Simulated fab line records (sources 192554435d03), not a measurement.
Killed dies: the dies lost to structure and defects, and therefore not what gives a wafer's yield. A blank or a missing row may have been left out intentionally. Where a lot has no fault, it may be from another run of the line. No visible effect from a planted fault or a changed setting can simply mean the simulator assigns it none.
Chamber matching + flow n5_finfet + 3 sister chambers for N5_FIN_SAQP_PECVD_06 on pecvd-01
The step deposits a-Si from SiH4/He, target thk 60 nm, time 48.1 s. 3 wafers are shown with their chamber, then 9 later ones without.

## WAFERS WITH THEIR CHAMBER
| wafer  | chamber | throttle_valve_pct (%) |
|--------|---------|------------------------|
| L082.4 | 1       | 19.1                   |
| L085.1 | 0       | 17.7                   |
| L085.5 | 2       | 17.3                   |

## WAFERS MISSING THEIR CHAMBER
| wafer  | throttle_valve_pct (%) |
|--------|------------------------|
| L086.1 | 17.2                   |
| L086.2 | 19.5                   |
| L086.3 | 17.8                   |
| L090.3 | 19.3                   |
| L090.4 | 19.2                   |
| L090.6 | 17.5                   |
| L094.1 | 19.0                   |
| L094.2 | 17.5                   |
| L094.4 | 17.3                   |

## CHAMBER TAKEN BY EACH
| wafer  | from the rows above     | in truth |
|--------|-------------------------|----------|
| L086.1 | 2                       | 2        |
| L086.2 | 1                       | 1        |
| L086.3 | 0                       | 0        |
| L090.3 | 1                       | 1        |
| L090.4 | 1                       | 1        |
| L090.6 | can't be placed: 0 or 2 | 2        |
| L094.1 | 1                       | 1        |
| L094.2 | can't be placed: 0 or 2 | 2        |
| L094.4 | 2                       | 2        |
7 of 9 placed correctly. These rows do not allow placing 2 (true chamber among the candidates in 2). 0 placed wrongly.
How it was worked out, from the rows above alone: a wafer's distance from a chamber is the root of the sum, over the readings, of the square of ((its reading less the chamber's mean) divided by the reading's scatter). The wafer belongs to the nearest chamber; if the next one is less than 2 further off, it can't be placed. Each chamber's mean is taken over the wafers shown for it. The scatter: root of mean squared gap, hidden wafer to nearest shown wafer, with one shown wafer a chamber.
